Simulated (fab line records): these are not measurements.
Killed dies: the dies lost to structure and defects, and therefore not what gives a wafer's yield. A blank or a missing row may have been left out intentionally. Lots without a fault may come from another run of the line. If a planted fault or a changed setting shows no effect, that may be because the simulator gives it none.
Matching of chambers -- flow n5 finfet -- N5_HKMG_FIN_ALD_91 on ald metal-01 has 4 sister chambers
The step deposits TiN, target thk 1 nm, pulse time 1 s, purge time 3 s. 8 wafers are shown with their chamber, then 9 later ones without.

## WAFERS, EACH WITH ITS CHAMBER
wafer,chamber,heater power w (W),precursor pulse height rel
L076.6,1,861,0.986
L084.6,2,879,1.008
L085.1,1,897,0.961
L085.4,0,741,1.009
L085.5,3,880,0.981
L088.1,3,908,1.005
L088.4,2,872,0.984
L088.6,0,756,1.002

## WAFERS MISSING THEIR CHAMBER
wafer,heater power w (W),precursor pulse height rel
L089.1,774,0.996
L089.2,875,0.997
L089.4,896,0.979
L092.3,898,0.974
L092.5,739,1.000
L092.6,883,1.014
L096.1,890,0.985
L096.2,887,0.987
L096.6,892,1.043

## EACH ONE'S CHAMBER
wafer,from the rows above,in truth
L089.1,0,0
L089.2,can't be placed: 2 or 3 or 1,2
L089.4,can't be placed: 3 or 1 or 2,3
L092.3,can't be placed: 1 or 3 or 2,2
L092.5,0,0
L092.6,can't be placed: 2 or 3 or 1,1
L096.1,can't be placed: 3 or 1 or 2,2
L096.2,can't be placed: 3 or 2 or 1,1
L096.6,can't be placed: 2 or 3 or 1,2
Correct placement for 2 of the 9. These rows do not allow placing 7 (true chamber among the candidates in 7). 0 placed wrongly.
How it was worked out, from the rows above alone: a wafer's distance from a chamber is the root of the sum, over the readings, of the square of ((its reading less the chamber's mean) divided by the reading's scatter). If the next closest chamber is less than 2 further off than the closest, the wafer can't be placed; otherwise it belongs to the closest. A chamber's mean is the mean of its shown wafers. The scatter is the square root of a quotient: the sum, over the shown wafers, of each reading's squared deviation from its chamber's mean, divided by wafers minus chambers.
